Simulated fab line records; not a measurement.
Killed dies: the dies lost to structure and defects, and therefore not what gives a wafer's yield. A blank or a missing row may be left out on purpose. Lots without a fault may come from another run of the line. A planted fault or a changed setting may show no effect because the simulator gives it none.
Matching of chambers | flow n5 finfet | pecvd-01 running N5_GATE_CUT_HM_DEP_46: 3 sister chambers
The step deposits SiO2 from TEOS/O2, target thk 130 nm, time 26.6 s. 3 wafers are shown with their chamber, then 10 later ones without.

## WAFERS PAIRED WITH THEIR CHAMBERS
wafer  | chamber | showerhead plenum p Torr (Torr)
L084.4 | 0       | 8.37
L091.1 | 2       | 8.31
L091.2 | 1       | 8.30

## WAFERS MISSING THEIR CHAMBER
wafer  | showerhead plenum p Torr (Torr)
L091.4 | 8.32
L091.3 | 8.32
L091.5 | 8.32
L091.6 | 8.33
L095.2 | 8.31
L095.3 | 8.40
L095.4 | 8.33
L096.2 | 8.31
L096.3 | 8.40
L096.4 | 8.32

## THE CHAMBER EACH PASSED THROUGH
wafer  | from the rows above          | in truth
L091.4 | can't be placed: 2 or 1      | 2
L091.3 | can't be placed: 2 or 1      | 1
L091.5 | can't be placed: 2 or 1      | 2
L091.6 | can't be placed: 2 or 1 or 0 | 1
L095.2 | can't be placed: 2 or 1      | 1
L095.3 | 0                            | 0
L095.4 | can't be placed: 2 or 1 or 0 | 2
L096.2 | can't be placed: 2 or 1      | 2
L096.3 | 0                            | 0
L096.4 | can't be placed: 2 or 1      | 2
Placed correctly: 2 of 10. Unplaceable from these rows: 8, with the true chamber sitting among the candidates in 8. Wrongly placed: 0.
How it was worked out, from the rows above alone: a wafer's distance from a chamber is the root of the sum, over the readings, of the square of ((its reading less the chamber's mean) divided by the reading's scatter). The wafer belongs to the nearest chamber; if the next one is less than 2 further off, it can't be placed. Each chamber's mean is taken over the wafers shown for it. The scatter (one wafer shown for each chamber): square how far every hidden wafer sits from the nearest shown wafer, average those squares and take the square root.
